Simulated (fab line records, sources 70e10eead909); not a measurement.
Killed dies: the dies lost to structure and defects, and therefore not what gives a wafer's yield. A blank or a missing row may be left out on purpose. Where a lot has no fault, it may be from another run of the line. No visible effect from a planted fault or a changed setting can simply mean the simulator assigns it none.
fab line records + flow nand_harc
record
- lots=6
- wafers=18
- last_day=34
route steps=1302 shown THIN_TSV@1256
lots with no fault: from the same line, run without faults
start_h: start of the lot's first displayed wafer, in hours after the record's first day + wait_h: hours since the lot's step before + " the same as in the row above + L1.1+2: one row covering several wafers at once + - no value, or no start given + * or withheld: withheld + < > ~ a bound
route shown NAME@n: names a module that has steps shown in the file, with the first one's number in the route + usual: mean/standard deviation of fault-free wafers + same: alike in all rows + chamber/n: place in a boat + sites: the reading at each site + _std_site: how widely they spread, as a standard deviation + _edge_site: outer sites' mean less inner sites' + radius_mm: how far each site lies from the wafer's centre + mask NAME#n: copy n + behind: the most recent tool/chamber to have shaped the wafer + hold: cause of the lot's hold/its duration in hours/its outcome + device: names the non-switching transistor (n, p or np) + end of line: at the end of the route, the tests of the same wafers + step lacking rows: just its recipe + killed: not the wafer's yield, but the dies lost to structure and defects at the first sort + map: a wafer's dies, marking killed ones x, the rest . and places with no die _
set.NAME: the setting as run; set.NAME@STEP: as run at that earlier step + model.NAME: the simulator's own value behind a step, which no gauge read
certain route steps with their lots: each step a table, each wafer a row
services: a tool's chamber out of use, with start hour (start_h, from the record's first day; less than 0 if before it), hours out, and reason
## steps
# step NHARC_THIN_TSV_EXPOSE_09
# recipe
- na=0.55
- dose_mj=30.7
- mask_id=TSV
# step NHARC_THIN_TSV_PEB_10
# recipe
- peb_temp_c=118
- peb_time_s=85
# step NHARC_THIN_TSV_DEVELOP_11
# recipe
- time_s=70
# step NHARC_THIN_TSV_CD_MEAS_12
# recipe
- target_cd_nm=1000
- landing_energy_ev=500
# usual
- cd_nm=999.0/1.7
| lot.wafer | tool      | chamber | start_h | wait_h | cd_nm  |
|-----------|-----------|---------|---------|--------|--------|
| L807.1    | cd_sem-01 | 0       | 660.30  | -      | 998.2  |
| L807.2    | "         | 0       | "       | "      | 998.1  |
| L807.3    | "         | 0       | "       | "      | 998.1  |
| L809.1    | cd_sem-02 | 0       | 684.36  | -      | 1000.9 |
| L809.4    | "         | 0       | "       | "      | 999.4  |
| L809.5    | "         | 0       | "       | "      | 996.8  |
| L813.2    | cd_sem-02 | 0       | 717.61  | -      | 998.7  |
| L813.3    | "         | 0       | "       | "      | 1000.8 |
| L813.5    | "         | 0       | "       | "      | 1001.2 |
| L815.1    | cd_sem-01 | 0       | 726.56  | -      | 1000.6 |
| L815.5    | "         | 0       | "       | "      | 996.3  |
| L815.6    | "         | 0       | "       | "      | 996.1  |
| L817.1    | cd_sem-01 | 0       | 758.52  | -      | 997.9  |
| L817.3    | "         | 0       | "       | "      | 998.3  |
| L817.6    | "         | 0       | "       | "      | 995.2  |
| L819.2    | cd_sem-02 | 0       | 788.64  | -      | 1001.9 |
| L819.4    | "         | 0       | "       | "      | 999.6  |
| L819.6    | "         | 0       | "       | "      | 999.4  |
# step NHARC_THIN_TSV_HARDBAKE_13
# recipe
- temp_c=125
- time_s=80
# step NHARC_THIN_TSV_DESCUM_14
# recipe
- time_s=3
- o2_flow_sccm=200
- ar_flow_sccm=0
- bias_power_w=0
- chemistry=O2
# usual
- drypump_motor_current_A=5.7/0.44
- oes_product_au=0.999/0.0099
- rf_vpp_V=57.9/0.83
- showerhead_plenum_p_Torr=1.92/0.085
- throttle_valve_pct=11.312/0.0087
# same
- bias_power_w=0
| lot.wafer | tool        | chamber | start_h | wait_h | drypump_motor_current_A | oes_product_au | rf_hours_counter_h | rf_vpp_V | showerhead_plenum_p_Torr | throttle_valve_pct |
|-----------|-------------|---------|---------|--------|-------------------------|----------------|--------------------|----------|--------------------------|--------------------|
| L807.2    | rie_diel-13 | 0       | 660.46  | -      | 6.5                     | 0.997          | 6.6                | 58.8     | 2.01                     | 11.316             |
| L807.1    | "           | 1       | "       | "      | 5.9                     | 0.984          | 6.4                | 56.4     | 1.97                     | 11.302             |
| L807.3    | "           | 3       | "       | "      | 5.5                     | 1.000          | 7.5                | 58.1     | 1.97                     | 11.315             |
| L809.1    | rie_diel-09 | 1       | 684.54  | -      | 5.3                     | 0.989          | 0                  | 56.9     | 1.94                     | 11.319             |
| L809.5    | "           | 2       | "       | "      | 5.9                     | 1.000          | -                  | 57.2     | 1.92                     | 11.306             |
| L809.4    | "           | 1       | "       | "      | 5.4                     | 0.987          | -                  | 58.2     | 1.94                     | 11.317             |
| L813.2    | rie_diel-09 | 1       | 717.78  | -      | 5.4                     | 0.999          | 2.5                | 57.4     | 1.94                     | 11.307             |
| L813.3    | "           | 2       | "       | "      | 5.9                     | 1.005          | 2.4                | 56.6     | 1.92                     | 11.301             |
| L813.5    | "           | 3       | "       | "      | 5.1                     | 0.985          | -                  | 58.3     | 1.85                     | 11.330             |
| L815.1    | rie_diel-13 | 3       | 726.73  | -      | 5.5                     | 0.990          | 0.4                | 57.2     | 1.97                     | 11.312             |
| L815.6    | "           | 3       | "       | "      | 5.6                     | 0.995          | -                  | 58.4     | 1.97                     | 11.310             |
| L815.5    | "           | 0       | "       | "      | 6.5                     | 1.008          | -                  | 58.7     | 2.01                     | 11.305             |
| L817.1    | rie_diel-11 | 0       | 758.69  | -      | 5.3                     | 0.988          | 6.3                | 59.1     | 1.90                     | 11.314             |
| L817.3    | "           | 2       | "       | "      | 6.4                     | 1.014          | 7.3                | 57.3     | 2.03                     | 11.313             |
| L817.6    | "           | 0       | "       | "      | 5.3                     | 0.983          | -                  | 59.1     | 1.90                     | 11.324             |
| L819.2    | rie_diel-09 | 2       | 788.81  | -      | 5.9                     | 1.000          | 6.9                | 57.7     | 1.92                     | 11.307             |
| L819.4    | "           | 3       | "       | "      | 5.0                     | 1.002          | 5.1                | 57.6     | 1.85                     | 11.318             |
| L819.6    | "           | 2       | "       | "      | 5.9                     | 0.996          | -                  | 58.4     | 1.92                     | 11.319             |
# step NHARC_THIN_TSV_ETCH_44
# recipe
- target_depth_a=15942
- time_s=797.1
- cf4_flow_sccm=150
- o2_flow_sccm=10
- ar_flow_sccm=0
- rf_w=300
- bias_w=800
- chemistry=CF4/O2
# step NHARC_THIN_TSV_ETCH_15
# recipe
- target_depth_a=30000
- bosch_target_overetch_cycles=2
- bosch_etch_step_s=2.8
- bosch_dep_step_s=1.2
- bosch_cycles=14
# usual
- drypump_motor_current_A=5.8/0.4
- he_backside_leak_sccm=2.71/0.24
| lot.wafer | tool      | chamber | start_h | wait_h | drypump_motor_current_A | he_backside_leak_sccm | rf_hours_counter_h |
|-----------|-----------|---------|---------|--------|-------------------------|-----------------------|--------------------|
| L807.3    | rie_si-02 | 0       | 661.11  | -      | 6.1                     | 2.71                  | 0.1                |
| L807.2    | "         | 1       | "       | "      | 5.4                     | 2.95                  | 0.1                |
| L807.1    | "         | 2       | "       | "      | 6.2                     | 2.60                  | 0.1                |
| L809.4    | rie_si-01 | 2       | 685.31  | -      | 6.0                     | 2.47                  | 0.8                |
| L809.1    | "         | 1       | "       | "      | 5.3                     | 2.35                  | 0.9                |
| L809.5    | "         | 3       | "       | "      | 6.1                     | 3.00                  | -                  |
| L813.2    | rie_si-01 | 2       | 718.58  | -      | 6.0                     | 2.75                  | 1.0                |
| L813.3    | "         | 3       | "       | "      | 6.1                     | 3.14                  | 0.8                |
| L813.5    | "         | 0       | "       | "      | 6.4                     | 2.86                  | -                  |
| L815.1    | rie_si-03 | 2       | 727.39  | -      | 5.6                     | 2.74                  | 0.9                |
| L815.6    | "         | 1       | "       | "      | 5.7                     | 2.47                  | -                  |
| L815.5    | "         | 2       | "       | "      | 5.6                     | 2.83                  | -                  |
| L817.3    | rie_si-01 | 2       | 759.35  | -      | 6.0                     | 2.66                  | 0.2                |
| L817.1    | "         | 3       | "       | "      | 6.1                     | 3.14                  | 0.1                |
| L817.6    | "         | 2       | "       | "      | 6.0                     | 2.58                  | -                  |
| L819.2    | rie_si-03 | 2       | 789.45  | -      | 5.6                     | 2.86                  | 0.2                |
| L819.4    | "         | 1       | "       | "      | 5.7                     | 2.35                  | 0.1                |
| L819.6    | "         | 2       | "       | "      | 5.6                     | 2.78                  | -                  |
# step NHARC_THIN_TSV_CD_MEAS_16
# usual
- cd_nm=999.1/1.8
| lot.wafer | tool      | chamber | start_h | wait_h | cd_nm  |
|-----------|-----------|---------|---------|--------|--------|
| L807.1    | cd_sem-03 | -       | 661.26  | 0.1    | 998.4  |
| L807.2    | "         | -       | "       | "      | 997.4  |
| L807.3    | "         | -       | "       | "      | 998.2  |
| L809.1    | cd_sem-03 | -       | 685.45  | 0.1    | 1000.6 |
| L809.4    | "         | -       | "       | "      | 999.5  |
| L809.5    | "         | -       | "       | "      | 996.6  |
| L813.2    | cd_sem-03 | -       | 718.70  | 0.1    | 998.9  |
| L813.3    | "         | -       | "       | "      | 1002.1 |
| L813.5    | "         | -       | "       | "      | 1001.5 |
| L815.1    | cd_sem-03 | -       | 727.53  | 0.1    | 1001.3 |
| L815.5    | "         | -       | "       | "      | 996.9  |
| L815.6    | "         | -       | "       | "      | 996.6  |
| L817.1    | cd_sem-01 | -       | 759.48  | 0.1    | 997.5  |
| L817.3    | "         | -       | "       | "      | 998.6  |
| L817.6    | "         | -       | "       | "      | 995.0  |
| L819.2    | cd_sem-01 | -       | 789.60  | 0.1    | 1003.7 |
| L819.4    | "         | -       | "       | "      | 1000.7 |
| L819.6    | "         | -       | "       | "      | 1000.3 |
# step NHARC_THIN_TSV_STRIP_45
# recipe
- power_w=1500
- temp_c=250
- chemistry=O2
# usual
- drypump_motor_current_A=5.8/0.42
- heater_power_w=310/18
| lot.wafer | tool            | chamber | start_h | wait_h | drypump_motor_current_A | heater_power_w | rf_hours_counter_h |
|-----------|-----------------|---------|---------|--------|-------------------------|----------------|--------------------|
| L807.1    | plasma_asher-02 | 1       | 661.33  | 0.1    | 6.5                     | 331            | 11                 |
| L807.2    | "               | 0       | "       | "      | 6.0                     | 289            | 11                 |
| L807.3    | "               | 0       | "       | "      | 6.0                     | 291            | -                  |
| L809.1    | plasma_asher-01 | 0       | 685.59  | 0.1    | 5.4                     | 326            | 34                 |
| L809.4    | "               | 1       | "       | "      | 5.5                     | 297            | -                  |
| L809.5    | "               | 0       | "       | "      | 5.4                     | 330            | -                  |
| L813.2    | plasma_asher-02 | 1       | 718.81  | 0.1    | 6.5                     | 325            | 23                 |
| L813.3    | "               | 0       | "       | "      | 6.0                     | 281            | -                  |
| L813.5    | "               | 1       | "       | "      | 6.5                     | 333            | -                  |
| L815.1    | plasma_asher-02 | 0       | 727.62  | 0.1    | 6.0                     | 289            | 26                 |
| L815.5    | "               | 0       | "       | "      | 6.0                     | 277            | -                  |
| L815.6    | "               | 1       | "       | "      | 6.5                     | 326            | -                  |
| L817.1    | plasma_asher-01 | 0       | 759.56  | 0.1    | 5.4                     | 317            | 11                 |
| L817.3    | "               | 0       | "       | "      | 5.4                     | 321            | -                  |
| L817.6    | "               | 1       | "       | "      | 5.6                     | 296            | -                  |
| L819.2    | plasma_asher-01 | 0       | 789.67  | 0.1    | 5.4                     | 317            | 18                 |
| L819.4    | "               | 1       | "       | "      | 5.5                     | 302            | -                  |
| L819.6    | "               | 0       | "       | "      | 5.4                     | 320            | -                  |
# step NHARC_THIN_TSV_STRIP_46
# recipe
- time_s=1200
- temp_c=72.5
- chemistry=post_etch_residue_remover
# step NHARC_THIN_TSV_DEP_47
# recipe
- target_thk_a=2000
- temp_c=withheld
- pressure_torr=6.5
- rf_w=900
- teos_flow_sccm=161.4
- flow_sccm=2650
- target_thk_nm=200
- gas=O2
- material=SiO2
# usual
- throttle_valve_pct=15.9/0.51
| lot.wafer | tool     | chamber | start_h | wait_h | throttle_valve_pct |
|-----------|----------|---------|---------|--------|--------------------|
| L807.1    | pecvd-04 | 2       | 662.14  | -      | 15.9               |
| L807.2    | "        | 0       | "       | "      | 14.8               |
| L807.3    | "        | 1       | "       | "      | 16.2               |
| L809.1    | pecvd-03 | 0       | 686.51  | -      | 16.8               |
| L809.4    | "        | 2       | "       | "      | 15.1               |
| L809.5    | "        | 1       | "       | "      | 15.8               |
| L813.2    | pecvd-01 | 0       | 719.57  | -      | 16.0               |
| L813.3    | "        | 2       | "       | "      | 15.7               |
| L813.5    | "        | 0       | "       | "      | 15.9               |
| L815.1    | pecvd-01 | 0       | 728.47  | -      | 16.1               |
| L815.6    | "        | 0       | "       | "      | 15.9               |
| L815.5    | "        | 1       | "       | "      | 16.3               |
| L817.3    | pecvd-04 | 0       | 760.40  | -      | 14.9               |
| L817.1    | "        | 1       | "       | "      | 16.1               |
| L817.6    | "        | 0       | "       | "      | 15.1               |
| L819.2    | pecvd-04 | 2       | 790.58  | -      | 15.7               |
| L819.6    | "        | 1       | "       | "      | 16.4               |
| L819.4    | "        | 2       | "       | "      | 15.8               |
# step NHARC_THIN_TSV_ETCHBACK_48
# recipe
- target_depth_a=10285
- over_etch_frac=0.3
- time_s=405.17
- ion_energy_ev=250
- c4f8_flow_sccm=withheld
- ar_flow_sccm=withheld
- rf_w=600
- bias_w=300
- chemistry=C4F8/Ar
# usual
- oes_product_au=0.944/0.026
- rf_vpp_V=547/3.3
- run_length_s=426.7/0.38
| lot.wafer | tool        | chamber | start_h | wait_h | oes_product_au | rf_hours_counter_h | rf_vpp_V | run_length_s |
|-----------|-------------|---------|---------|--------|----------------|--------------------|----------|--------------|
| L807.3    | rie_diel-13 | 3       | 662.54  | -      | 0.987          | 7.8                | 549      | 335.7        |
| L807.2    | "           | 0       | "       | "      | 0.969          | 6.9                | 552      | 336.2        |
| L807.1    | "           | 2       | "       | "      | 0.980          | 7.8                | 541      | 336.5        |
| L809.1    | rie_diel-13 | 3       | 686.86  | -      | 0.931          | 8.9                | 550      | 335.4        |
| L809.4    | "           | 2       | "       | "      | 0.919          | 8.7                | 542      | 336.2        |
| L809.5    | "           | 3       | "       | "      | 0.926          | -                  | 550      | 335.9        |
| L813.2    | rie_diel-11 | 2       | 719.97  | -      | 0.987          | 4.6                | 551      | 426.8        |
| L813.3    | "           | 3       | "       | "      | 0.991          | 4.6                | 552      | 426.3        |
| L813.5    | "           | 3       | "       | "      | 0.992          | -                  | 553      | 426.1        |
| L815.1    | rie_diel-09 | 1       | 728.89  | -      | 0.924          | 4.7                | 548      | 426.4        |
| L815.5    | "           | 3       | "       | "      | 0.914          | -                  | 545      | 427.0        |
| L815.6    | "           | 0       | "       | "      | 0.925          | -                  | 541      | 427.0        |
| L817.3    | rie_diel-13 | 3       | 760.76  | -      | 0.964          | 2.6                | 549      | 426.3        |
| L817.1    | "           | 0       | "       | "      | 0.982          | 2.6                | 551      | 427.2        |
| L817.6    | "           | 0       | "       | "      | 0.993          | -                  | 550      | 426.5        |
| L819.2    | rie_diel-09 | 0       | 791.00  | -      | 0.928          | 5.6                | 542      | 427.2        |
| L819.4    | "           | 1       | "       | "      | 0.942          | 7.6                | 546      | 426.6        |
| L819.6    | "           | 3       | "       | "      | 0.930          | -                  | 545      | 427.1        |
# step NHARC_THIN_TSV_STRIP_62
# recipe
- power_w=1500
- temp_c=250
- time_s=20
- chemistry=N2/H2
# usual
- drypump_motor_current_A=5.9/0.43
- heater_power_w=309/18
| lot.wafer | tool            | chamber | start_h | wait_h | drypump_motor_current_A | heater_power_w | rf_hours_counter_h |
|-----------|-----------------|---------|---------|--------|-------------------------|----------------|--------------------|
| L807.2    | plasma_asher-02 | 0       | 662.90  | -      | 6.0                     | 287            | 11                 |
| L807.1    | "               | 1       | "       | "      | 6.5                     | 336            | 11                 |
| L807.3    | "               | 1       | "       | "      | 6.5                     | 332            | -                  |
| L809.1    | plasma_asher-02 | 1       | 687.30  | -      | 6.4                     | 336            | 17                 |
| L809.4    | "               | 0       | "       | "      | 6.0                     | 290            | -                  |
| L809.5    | "               | 0       | "       | "      | 6.0                     | 285            | -                  |
| L813.2    | plasma_asher-02 | 1       | 720.35  | -      | 6.5                     | 332            | 24                 |
| L813.3    | "               | 0       | "       | "      | 6.0                     | 288            | -                  |
| L813.5    | "               | 0       | "       | "      | 6.0                     | 290            | -                  |
| L815.1    | plasma_asher-02 | 0       | 729.18  | -      | 6.0                     | 285            | 27                 |
| L815.6    | "               | 0       | "       | "      | 6.0                     | 286            | -                  |
| L815.5    | "               | 1       | "       | "      | 6.5                     | 319            | -                  |
| L817.1    | plasma_asher-01 | 0       | 761.12  | -      | 5.4                     | 320            | 12                 |
| L817.3    | "               | 0       | "       | "      | 5.4                     | 313            | -                  |
| L817.6    | "               | 0       | "       | "      | 5.4                     | 308            | -                  |
| L819.2    | plasma_asher-02 | 1       | 791.31  | -      | 6.5                     | 343            | 0                  |
| L819.4    | "               | 1       | "       | "      | 6.5                     | 339            | -                  |
| L819.6    | "               | 0       | "       | "      | 6.0                     | 284            | -                  |
## services
| tool            | chamber | start_h | hours | kind       |
|-----------------|---------|---------|-------|------------|
| plasma_asher-02 | -       | 640.59  | 1.7   | repair     |
| plasma_asher-01 | -       | 654.31  | 7.9   | repair     |
| rie_diel-13     | 1       | 667.45  | 7.2   | repair     |
| pecvd-01        | -       | 673.61  | 13.0  | pm         |
| rie_diel-09     | -       | 674.25  | 9.0   | pm         |
| rie_diel-09     | 3       | 684.02  | 12.3  | repair     |
| rie_si-03       | 0       | 692.75  | 5.8   | repair     |
| pecvd-01        | -       | 695.59  | 1.1   | repair     |
| plasma_asher-01 | -       | 696.00  | 9.0   | pm         |
| rie_diel-13     | -       | 696.00  | 9.0   | pm         |
| rie_diel-09     | 0       | 712.41  | 7.9   | repair     |
| rie_si-01       | -       | 724.00  | 9.0   | pm         |
| pecvd-03        | -       | 728.00  | 13.0  | pm         |
| pecvd-04        | -       | 733.11  | 1.1   | repair     |
| pecvd-01        | 0       | 747.50  | 5.3   | repair     |
| rie_si-01       | 0       | 748.92  | 8.6   | repair     |
| rie_si-03       | -       | 752.00  | 9.0   | pm         |
| rie_si-02       | -       | 758.65  | 1.1   | repair     |
| rie_si-03       | 1       | 761.36  | 3.8   | repair     |
| pecvd-04        | 1       | 774.21  | 10.8  | repair     |
| plasma_asher-02 | -       | 780.24  | 9.0   | pm         |
| plasma_asher-02 | 0       | 780.24  | 9.0   | vent_cycle |
| plasma_asher-02 | 1       | 780.24  | 9.0   | vent_cycle |
| rie_diel-11     | -       | 786.53  | 9.0   | pm         |
## key
first_sign
- step=NHARC_THIN_TSV_ETCHBACK_48
- reading=run_length_s
- direction=down
- sigmas=99+
- usual=*
- struck=*
effect none on later readings
met_at NHARC_THIN_TSV_ETCHBACK_48
struck_wafers L807.1,L807.2,L807.3,L809.1,L809.4,L809.5
sort_left_out L807.1,L807.2,L807.3,L809.1,L809.4,L809.5
fault
- kind=process_parameter_drift
- tool=rie_diel-13
- chamber=-
- onset_h=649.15
- steps=NHARC_THIN_TSV_ETCHBACK_48
- channel=time_s
- offset=*
- shape=step
- end_h=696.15
- acts_in=*
- stated=*
# sort_left_out: the simulated sort isn't trusted on such a fault, so these wafers' sort isn't shown, and their yield isn't known
